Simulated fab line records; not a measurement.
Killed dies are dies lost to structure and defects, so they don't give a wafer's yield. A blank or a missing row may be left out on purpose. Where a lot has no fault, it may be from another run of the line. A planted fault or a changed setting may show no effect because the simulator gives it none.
fab line records	flow nand-harc	part 1 of 2: steps 1 to 4 of 6
record lots=23	wafers=69	last-day=24
route steps=1159 shown A_CHANNEL_FILL_D1@508 A_STAIRCASE@531
lots with no fault: from the same line, run without faults
start-h: hours from the record's opening day to when the first of the lot's shown wafers began	wait-h: time in hours since the lot's previous step	" unchanged from the row above	L1.1+2: several wafers, shown together as one row	- either no value or no given start	* or withheld: withheld	< > ~ a bound
route shown NAME@n: a module of which the file shows steps, and the number in the route of the first	usual: the fault-free wafers' mean and standard deviation	same: alike in all rows	chamber/n: place in a boat	sites: the reading at each site	_std_site: standard deviation across them	_edge_site: mean of outer sites minus mean of inner sites	radius-mm: how far each site lies from the wafer's centre	mask NAME#n: copy n	behind: the last tool/chamber to shape the wafer	hold: why the lot was held/for how many hours/how that ended	device: the transistor (n, p or np) that didn't switch	end of line: tests of these same wafers at the route's end	where a step has no rows: the recipe by itself	killed: at the first sort, the dies lost to defects and structure; wafer yield is something else	map: a wafer's dies, marking killed ones x, the rest . and places with no die _
set.NAME: the run value of the setting; set.NAME@STEP: its run value at that earlier step	model.NAME: the simulator's own value behind a step, which no gauge read
steps of the route over a sample of lots; a table a step, a row a wafer
services: when a tool's chamber went out of use (start-h, in hours from the record's first day, below 0 if earlier), for how many hours, and the reason
## steps
# step NHARC_A_CHANNEL_FILL_D1_ETCHBACK_08
# recipe target-depth-a=2200	time-s=110	c4f8-flow-sccm=20	ar-flow-sccm=withheld	rf-w=600	bias-w=300	chemistry=C4F8
# usual oes-product-au=0.96/0.039	rf-vpp-V=440.4/2.5
lot.wafer	tool	chamber	start-h	wait-h	oes-product-au	rf-hours-counter-h	rf-vpp-V
L074.3	rie-diel-10	1	-	-	1.04	6	440.5
L074.1	"	0	"	"	0.99	7	442.2
L074.5	"	1	"	"	1.03	-	438.1
L075.2	rie-diel-05	1	-	-	0.91	2	443.0
L075.1	"	2	"	"	0.93	2	438.3
L075.3	"	0	"	"	0.93	1	439.2
L078.4	rie-diel-01	3	-	-	0.93	4	437.7
L078.1	"	1	"	"	0.92	4	442.6
L078.6	"	3	"	"	0.94	-	436.5
L077.1	rie-diel-01	2	-	-	0.91	4	444.6
L077.3	"	3	"	"	0.93	4	437.3
L077.2	"	0	"	"	0.94	4	439.2
L076.2	rie-diel-10	2	-	-	1.01	13	435.8
L076.3	"	3	"	"	0.98	14	438.6
L076.6	"	1	"	"	1.03	-	439.9
L079.3	rie-diel-05	3	-	-	0.96	2	441.7
L079.4	"	0	"	"	0.96	2	439.6
L079.6	"	3	"	"	0.97	-	441.3
L080.4	rie-diel-01	3	-	-	0.93	5	437.5
L080.1	"	1	"	"	0.92	4	443.0
L080.5	"	0	"	"	0.93	-	438.2
L082.2	rie-diel-01	2	-	-	0.99	4	443.7
L082.5	"	0	"	"	1.01	-	439.6
L082.6	"	1	"	"	1.00	-	442.6
L081.2	rie-diel-05	3	-	-	0.95	3	442.3
L081.4	"	0	"	"	0.95	2	440.4
L081.1	"	1	"	"	0.94	2	441.1
L085.3	rie-diel-01	1	-	-	0.93	5	442.5
L085.2	"	2	"	"	0.92	5	444.7
L085.6	"	1	"	"	0.93	-	443.1
L084.4	rie-diel-05	3	-	-	0.90	3	442.4
L084.3	"	1	"	"	0.91	3	441.1
L084.5	"	2	"	"	0.93	-	437.9
L086.3	rie-diel-10	1	-	-	1.02	20	439.5
L086.2	"	2	"	"	1.01	21	437.8
L086.5	"	0	"	"	1.00	-	442.4
L083.4	rie-diel-05	1	-	-	0.90	3	441.2
L083.6	"	2	"	"	0.92	-	437.2
L083.5	"	3	"	"	0.91	-	443.3
L088.1	rie-diel-05	2	-	-	0.93	3	438.6
L088.2	"	3	"	"	0.91	3	442.8
L088.4	"	0	"	"	0.94	3	441.8
L089.4	rie-diel-01	0	-	-	0.94	6	439.2
L089.1	"	1	"	"	0.94	6	443.2
L089.3	"	3	"	"	0.94	6	436.0
L090.4	rie-diel-05	2	-	-	0.93	4	437.5
L090.6	"	3	"	"	0.92	-	442.1
L090.5	"	0	"	"	0.92	-	440.8
L092.4	rie-diel-01	1	-	-	1.01	0	442.7
L092.6	"	0	"	"	1.01	-	439.0
L092.5	"	1	"	"	1.01	-	442.8
L093.3	rie-diel-01	3	-	-	1.01	0	435.3
L093.1	"	0	"	"	1.00	0	438.3
L093.2	"	1	"	"	1.01	1	442.9
L091.2	rie-diel-05	2	-	-	0.93	4	440.0
L091.4	"	0	"	"	0.93	4	440.4
L091.5	"	2	"	"	0.94	-	438.8
L094.2	rie-diel-01	3	-	-	0.93	1	436.7
L094.3	"	0	"	"	0.93	1	440.3
L094.1	"	1	"	"	0.93	1	442.0
L097.4	rie-diel-01	3	-	-	1.00	2	436.7
L097.1	"	2	"	"	1.00	2	445.3
L097.5	"	3	"	"	1.01	-	437.7
L095.4	rie-diel-05	2	-	-	1.00	0	437.3
L095.3	"	0	"	"	1.00	0	441.5
L095.6	"	3	"	"	1.00	-	443.1
L096.1	rie-diel-05	2	-	-	0.99	1	438.8
L096.4	"	3	"	"	0.99	1	441.7
L096.6	"	2	"	"	0.99	-	438.1
# step NHARC_A_STAIRCASE_ETCH_169
# recipe target-depth-a=500	time-s=107.1	ion-energy-ev=120	ch3f-flow-sccm=50	o2-flow-sccm=30	ar-flow-sccm=200	rf-w=500	bias-w=100	chemistry=CH3F/O2
# usual drypump-motor-current-A=5.5/0.39	o2-flow-sccm=30.01/0.095	oes-product-au=0.954/0.023	rf-vpp-V=244.0/1.3	showerhead-plenum-p-Torr=2.43/0.074	throttle-valve-pct=20.665/0.0096
lot.wafer	tool	chamber	start-h	wait-h	drypump-motor-current-A	o2-flow-sccm	oes-product-au	rf-hours-counter-h	rf-vpp-V	showerhead-plenum-p-Torr	throttle-valve-pct
L074.3	rie-diel-03	1	213.54	0.2	4.9	29.94	0.917	56	245.3	2.52	20.666
L074.1	"	0	"	"	5.1	30.03	0.935	58	243.5	2.45	20.663
L074.5	"	2	"	"	5.2	29.92	0.938	-	245.6	2.54	20.664
L075.3	rie-diel-12	0	242.86	0.1	5.6	29.88	0.958	9	245.8	2.53	20.675
L075.2	"	1	"	"	5.9	30.18	0.973	11	242.9	2.38	20.664
L075.1	"	2	"	"	6.1	30.16	0.947	11	245.4	2.59	20.675
L076.3	rie-diel-02	2	253.45	0.1	5.3	30.15	0.960	37	243.2	2.38	20.672
L076.2	"	1	"	"	6.0	30.26	0.957	33	243.4	2.30	20.638
L076.6	"	3	"	"	5.2	29.99	0.986	-	243.0	2.42	20.665
L077.2	rie-diel-02	3	253.62	0.1	5.2	30.07	0.947	36	243.8	2.42	20.658
L077.1	"	0	"	"	5.9	30.03	0.955	37	244.6	2.37	20.663
L077.3	"	1	"	"	6.0	30.10	0.937	33	242.4	2.30	20.672
L078.1	rie-diel-03	3	253.79	0.1	6.1	29.92	0.992	13	242.6	2.44	20.661
L078.4	"	0	"	"	5.1	30.03	0.991	11	244.6	2.45	20.671
L078.6	"	0	"	"	5.1	30.14	0.987	-	244.1	2.45	20.655
L079.3	rie-diel-02	2	262.55	0.1	5.3	30.04	0.952	40	244.1	2.38	20.678
L079.4	"	0	"	"	5.8	30.00	0.989	41	243.9	2.37	20.661
L079.6	"	3	"	"	5.2	30.07	0.988	-	243.9	2.42	20.657
L080.4	rie-diel-03	0	268.14	0.1	5.1	30.13	0.971	17	242.8	2.45	20.666
L080.1	"	1	"	"	4.9	30.03	0.949	17	244.9	2.51	20.659
L080.5	"	3	"	"	6.0	30.05	0.971	-	244.7	2.44	20.658
L082.2	rie-diel-12	2	272.22	0.1	6.1	29.94	0.961	23	245.0	2.58	20.679
L082.5	"	3	"	"	5.3	29.85	0.977	-	246.7	2.51	20.669
L082.6	"	0	"	"	5.6	30.00	0.938	-	246.4	2.52	20.667
L081.2	rie-diel-03	3	282.80	0.2	6.1	30.09	0.936	25	242.8	2.43	20.669
L081.4	"	0	"	"	5.1	30.10	0.939	21	243.6	2.44	20.658
L081.1	"	1	"	"	4.9	29.98	0.922	21	244.2	2.51	20.665
L084.4	rie-diel-12	2	295.98	0.1	6.1	29.89	0.932	29	246.0	2.58	20.666
L084.3	"	3	"	"	5.3	29.98	0.959	27	244.5	2.50	20.667
L084.5	"	1	"	"	5.9	29.94	0.952	-	243.4	2.37	20.684
L085.2	rie-diel-03	3	296.15	0.1	6.1	30.00	0.977	30	245.4	2.43	20.679
L085.3	"	2	"	"	5.2	29.90	0.982	30	244.4	2.53	20.664
L085.6	"	0	"	"	5.1	30.16	0.962	-	242.7	2.44	20.667
L086.3	rie-diel-02	0	302.73	0.1	5.8	30.15	0.970	55	242.3	2.36	20.660
L086.2	"	1	"	"	6.0	30.00	0.946	48	242.6	2.30	20.661
L086.5	"	3	"	"	5.2	30.13	0.984	-	242.4	2.42	20.669
L083.4	rie-diel-02	3	306.19	0.1	5.2	29.98	0.930	53	245.0	2.41	20.670
L083.5	"	2	"	"	5.3	29.99	0.931	-	243.0	2.37	20.649
L083.6	"	3	"	"	5.2	30.04	0.932	-	243.8	2.41	20.664
L089.1	rie-diel-02	3	317.73	0.1	5.2	29.95	0.982	57	243.0	2.41	20.668
L089.3	"	0	"	"	5.9	30.05	0.977	60	242.3	2.36	20.684
L089.4	"	1	"	"	5.9	30.04	0.961	53	242.0	2.29	20.664
L088.2	rie-diel-02	3	317.88	0.1	5.2	29.95	0.958	57	242.3	2.41	20.685
L088.1	"	0	"	"	5.8	29.91	0.951	60	241.9	2.36	20.660
L088.4	"	2	"	"	5.3	30.05	0.949	59	244.3	2.37	20.650
L090.4	rie-diel-02	1	339.98	0.2	6.0	29.93	0.938	1	243.2	2.29	20.677
L090.6	"	2	"	"	5.3	29.92	0.939	-	241.2	2.37	20.655
L090.5	"	3	"	"	5.2	29.91	0.977	-	245.7	2.41	20.669
L092.4	rie-diel-03	0	342.68	0.1	5.1	30.01	0.935	44	244.4	2.43	20.672
L092.6	"	3	"	"	6.0	29.98	0.947	-	243.8	2.43	20.646
L092.5	"	0	"	"	5.1	29.91	0.931	-	243.1	2.43	20.672
L093.1	rie-diel-12	0	345.66	0.1	5.6	30.02	0.915	50	245.1	2.51	20.663
L093.3	"	2	"	"	6.1	30.10	0.907	48	245.6	2.57	20.661
L093.2	"	3	"	"	5.4	29.94	0.917	44	244.9	2.50	20.668
L091.4	rie-diel-03	0	345.89	0.1	5.1	29.88	0.944	44	243.7	2.43	20.655
L091.2	"	1	"	"	4.9	29.91	0.932	42	246.4	2.50	20.659
L091.5	"	3	"	"	6.1	30.12	0.982	-	245.3	2.42	20.663
L094.2	rie-diel-02	3	349.94	0.1	5.2	30.17	0.960	4	243.4	2.41	20.660
L094.3	"	0	"	"	5.8	29.94	0.955	4	244.3	2.36	20.663
L094.1	"	1	"	"	6.0	29.89	0.949	4	242.8	2.29	20.653
L095.3	rie-diel-02	3	369.39	0.1	5.2	30.00	1.015	9	244.5	2.41	20.668
L095.4	"	0	"	"	5.8	30.04	0.965	9	243.6	2.36	20.635
L095.6	"	3	"	"	5.2	30.20	1.007	-	243.6	2.41	20.657
L097.1	rie-diel-02	1	369.67	0.2	6.0	30.05	0.935	10	242.2	2.29	20.656
L097.4	"	2	"	"	5.4	29.97	0.926	10	244.3	2.37	20.668
L097.5	"	1	"	"	6.0	30.12	0.937	-	240.6	2.29	20.666
L096.1	rie-diel-12	3	373.06	0.1	5.3	29.89	0.945	54	243.6	2.49	20.653
L096.4	"	1	"	"	5.9	30.04	0.933	59	242.8	2.36	20.664
L096.6	"	2	"	"	6.1	29.98	0.917	-	246.9	2.57	20.662
# step NHARC_A_STAIRCASE_STRIP_171
# recipe power-w=1500	temp-c=250	chemistry=O2
# usual drypump-motor-current-A=5.4/0.37	heater-power-w=339/17
lot.wafer	tool	chamber	start-h	wait-h	drypump-motor-current-A	heater-power-w	rf-hours-counter-h
L074.1	plasma-asher-02	0	214.33	-	4.8	360	7
L074.3	"	1	"	"	5.8	320	-
L074.5	"	0	"	"	4.8	369	-
L075.1	plasma-asher-01	0	243.09	-	5.6	356	45
L075.2	"	1	"	"	5.2	323	45
L075.3	"	0	"	"	5.6	356	-
L076.2	plasma-asher-01	0	253.69	-	5.7	352	48
L076.3	"	1	"	"	5.2	331	-
L076.6	"	1	"	"	5.2	332	-
L077.1	plasma-asher-02	1	253.85	-	5.7	324	21
L077.2	"	0	"	"	4.8	373	21
L077.3	"	0	"	"	4.8	360	-
L078.1	plasma-asher-01	0	254.02	-	5.6	353	49
L078.4	"	0	"	"	5.7	355	-
L078.6	"	0	"	"	5.7	352	-
L079.4	plasma-asher-02	0	262.88	-	4.8	364	-
L079.3	"	1	"	"	5.7	321	-
L079.6	"	1	"	"	5.7	326	-
L080.1	plasma-asher-01	0	268.41	-	5.7	343	54
L080.4	"	0	"	"	5.7	351	-
L080.5	"	0	"	"	5.6	353	-
L082.2	plasma-asher-01	0	272.47	-	5.6	345	54
L082.5	"	1	"	"	5.2	331	-
L082.6	"	0	"	"	5.7	356	-
L081.2	plasma-asher-02	0	283.22	-	4.8	366	33
L081.1	"	1	"	"	5.8	328	33
L081.4	"	0	"	"	4.8	368	-
L084.3	plasma-asher-02	1	296.34	-	5.7	330	-
L084.4	"	0	"	"	4.8	370	-
L084.5	"	0	"	"	4.8	368	-
L085.2	plasma-asher-01	0	296.38	-	5.6	336	4
L085.3	"	1	"	"	5.2	321	-
L085.6	"	0	"	"	5.7	344	-
L086.2	plasma-asher-01	1	303.45	-	5.2	330	6
L086.3	"	0	"	"	5.7	345	-
L086.5	"	1	"	"	5.2	326	-
L083.4	plasma-asher-01	0	306.62	-	5.6	343	-
L083.6	"	1	"	"	5.2	327	-
L083.5	"	0	"	"	5.7	337	-
L089.1	plasma-asher-01	0	318.01	-	5.7	339	10
L089.3	"	1	"	"	5.2	321	-
L089.4	"	0	"	"	5.7	348	-
L088.2	plasma-asher-02	0	318.12	-	4.8	370	45
L088.1	"	1	"	"	5.8	325	45
L088.4	"	0	"	"	4.8	370	-
L090.4	plasma-asher-01	1	340.32	-	5.2	320	-
L090.5	"	0	"	"	5.7	342	-
L090.6	"	1	"	"	5.2	333	-
L092.4	plasma-asher-02	1	343.05	-	5.7	321	-
L092.6	"	0	"	"	4.8	378	-
L092.5	"	1	"	"	5.7	325	-
L093.1	plasma-asher-01	1	346.13	-	5.2	321	19
L093.2	"	0	"	"	5.6	340	19
L093.3	"	0	"	"	5.6	336	-
L091.2	plasma-asher-02	0	346.32	-	4.8	370	54
L091.4	"	0	"	"	4.7	372	-
L091.5	"	0	"	"	4.8	367	-
L094.2	plasma-asher-01	1	350.17	-	5.2	332	21
L094.1	"	0	"	"	5.6	338	21
L094.3	"	1	"	"	5.2	316	-
L095.4	plasma-asher-02	1	369.84	-	5.8	333	-
L095.3	"	0	"	"	4.8	346	-
L095.6	"	0	"	"	4.8	343	-
L097.1	plasma-asher-01	0	369.98	-	5.7	350	32
L097.4	"	1	"	"	5.2	317	-
L097.5	"	0	"	"	5.7	338	-
L096.1	plasma-asher-01	0	373.28	-	5.7	334	33
L096.4	"	1	"	"	5.2	322	-
L096.6	"	0	"	"	5.6	333	-
# step NHARC_A_STAIRCASE_TRIM_16
# recipe time-s=211.2	o2-flow-sccm=500	ar-flow-sccm=0	bias-w=0	chemistry=O2
# usual drypump-motor-current-A=5.6/0.35	o2-flow-sccm=500.1/1.5	oes-product-au=1.000/0.014	rf-vpp-V=57.6/0.93	showerhead-plenum-p-Torr=3.47/0.12	throttle-valve-pct=17.037/0.0088
lot.wafer	tool	chamber	start-h	wait-h	drypump-motor-current-A	o2-flow-sccm	oes-product-au	rf-hours-counter-h	rf-vpp-V	showerhead-plenum-p-Torr	throttle-valve-pct
L074.1	rie-diel-02	1	-	-	6.0	499.0	0.988	18	58.1	3.32	17.055
L074.3	"	3	"	"	5.2	498.5	1.000	22	57.5	3.48	17.036
L074.5	"	0	"	"	5.8	498.3	1.008	-	59.1	3.41	17.026
L075.2	rie-diel-03	3	-	-	6.1	501.8	1.024	10	57.5	3.50	17.048
L075.3	"	1	"	"	4.9	502.3	0.994	8	56.5	3.60	17.026
L075.1	"	2	"	"	5.2	499.6	1.008	9	58.1	3.64	17.038
L076.3	rie-diel-02	3	-	-	5.2	498.0	1.009	36	57.6	3.48	17.042
L076.2	"	0	"	"	5.9	498.9	1.005	37	56.0	3.40	17.040
L076.6	"	3	"	"	5.2	500.3	1.003	-	58.2	3.48	17.036
L077.2	rie-diel-03	3	-	-	6.1	498.7	0.997	13	58.3	3.50	17.037
L077.1	"	0	"	"	5.1	498.3	1.014	12	57.4	3.51	17.043
L077.3	"	1	"	"	4.9	501.7	0.987	10	58.0	3.60	17.027
L078.4	rie-diel-12	2	-	-	6.1	500.4	0.991	15	56.9	3.70	17.035
L078.1	"	1	"	"	5.9	497.7	0.996	14	57.9	3.41	17.046
L078.6	"	3	"	"	5.3	502.0	1.024	-	57.9	3.60	17.034
L079.3	rie-diel-12	2	-	-	6.1	498.5	0.984	21	59.6	3.70	17.020
L079.4	"	0	"	"	5.6	499.9	0.953	19	56.1	3.62	17.032
L079.6	"	2	"	"	6.1	498.7	0.979	-	59.6	3.70	17.031
L080.1	rie-diel-02	0	-	-	5.8	500.5	1.006	44	56.6	3.40	17.038
L080.4	"	2	"	"	5.4	500.3	0.998	43	56.1	3.42	17.041
L080.5	"	0	"	"	5.8	498.5	0.995	-	56.7	3.40	17.037
L082.2	rie-diel-02	3	-	-	5.2	499.8	1.010	45	57.9	3.47	17.034
L082.6	"	1	"	"	6.0	498.3	1.006	-	57.8	3.31	17.033
L082.5	"	2	"	"	5.3	496.6	1.001	-	57.2	3.42	17.043
L081.2	rie-diel-12	2	-	-	6.1	498.0	0.980	26	59.5	3.70	17.049
L081.1	"	3	"	"	5.3	500.4	1.016	24	60.0	3.59	17.026
L081.4	"	0	"	"	5.6	498.6	0.970	26	57.1	3.61	17.043
L084.3	rie-diel-02	0	-	-	5.8	498.5	0.995	54	57.7	3.40	17.010
L084.4	"	1	"	"	6.0	500.5	1.005	47	56.6	3.30	17.053
L084.5	"	3	"	"	5.2	500.5	1.009	-	57.6	3.47	17.035
L085.2	rie-diel-12	1	-	-	5.9	499.3	0.993	32	57.6	3.40	17.034
L085.3	"	2	"	"	6.1	499.5	0.991	30	58.4	3.70	17.029
L085.6	"	2	"	"	6.1	502.3	0.985	-	57.1	3.70	17.030
L086.2	rie-diel-02	2	-	-	5.4	499.0	1.001	54	58.4	3.41	17.035
L086.3	"	3	"	"	5.2	499.8	1.012	52	57.5	3.47	17.036
L086.5	"	3	"	"	5.2	500.6	1.021	-	57.7	3.47	17.033
L083.4	rie-diel-02	0	-	-	5.8	500.2	0.997	57	57.5	3.39	17.061
L083.6	"	1	"	"	6.0	501.7	1.005	-	56.5	3.30	17.036
L083.5	"	2	"	"	5.3	501.8	0.988	-	57.8	3.41	17.031
L089.4	rie-diel-02	1	-	-	6.0	500.0	1.006	55	56.9	3.30	17.038
L089.3	"	2	"	"	5.4	500.4	1.004	60	57.2	3.41	17.038
L089.1	"	0	"	"	5.8	500.6	0.997	62	57.2	3.39	17.035
L088.4	rie-diel-12	3	-	-	5.3	501.0	1.002	35	57.7	3.59	17.027
L088.1	"	0	"	"	5.6	501.9	0.986	41	58.0	3.60	17.044
L088.2	"	1	"	"	5.9	502.9	0.999	41	57.1	3.40	17.034
L090.4	rie-diel-02	1	-	-	6.0	501.0	0.998	1	56.8	3.30	17.041
L090.5	"	0	"	"	5.9	501.2	1.022	-	58.2	3.39	17.027
L090.6	"	1	"	"	6.0	497.8	0.995	-	58.0	3.30	17.034
L092.4	rie-diel-02	3	-	-	5.2	499.7	1.025	2	58.1	3.46	17.044
L092.5	"	2	"	"	5.3	501.5	0.992	-	56.5	3.41	17.048
L092.6	"	3	"	"	5.2	499.1	1.023	-	57.4	3.46	17.038
L093.3	rie-diel-12	1	-	-	5.9	503.2	1.001	51	57.3	3.39	17.028
L093.2	"	2	"	"	6.1	497.3	0.985	48	58.8	3.69	17.035
L093.1	"	3	"	"	5.3	499.0	1.000	44	58.8	3.58	17.036
L091.4	rie-diel-02	3	-	-	5.2	501.7	1.033	3	56.7	3.46	17.031
L091.2	"	0	"	"	5.8	501.2	1.019	3	57.9	3.39	17.044
L091.5	"	3	"	"	5.2	501.2	1.032	-	57.2	3.46	17.042
L094.1	rie-diel-12	0	-	-	5.6	502.3	0.974	52	56.9	3.60	17.031
L094.2	"	2	"	"	6.1	496.5	0.977	49	57.8	3.69	17.030
L094.3	"	3	"	"	5.3	501.7	0.995	45	57.1	3.58	17.041
L095.4	rie-diel-12	2	-	-	6.1	499.4	0.987	56	58.8	3.68	17.022
L095.3	"	0	"	"	5.6	499.5	0.986	59	58.1	3.59	17.029
L095.6	"	2	"	"	6.1	502.0	0.977	-	56.2	3.68	17.041
L097.1	rie-diel-12	3	-	-	5.3	500.7	0.998	54	57.1	3.58	17.039
L097.4	"	2	"	"	6.1	497.4	0.965	57	58.6	3.68	17.039
L097.5	"	0	"	"	5.6	499.3	0.980	-	59.5	3.59	17.038
L096.1	rie-diel-02	0	-	-	5.8	500.6	1.019	11	56.7	3.38	17.044
L096.4	"	1	"	"	6.0	499.3	0.999	12	57.1	3.29	17.032
L096.6	"	3	"	"	5.2	501.6	1.037	-	57.2	3.46	17.023
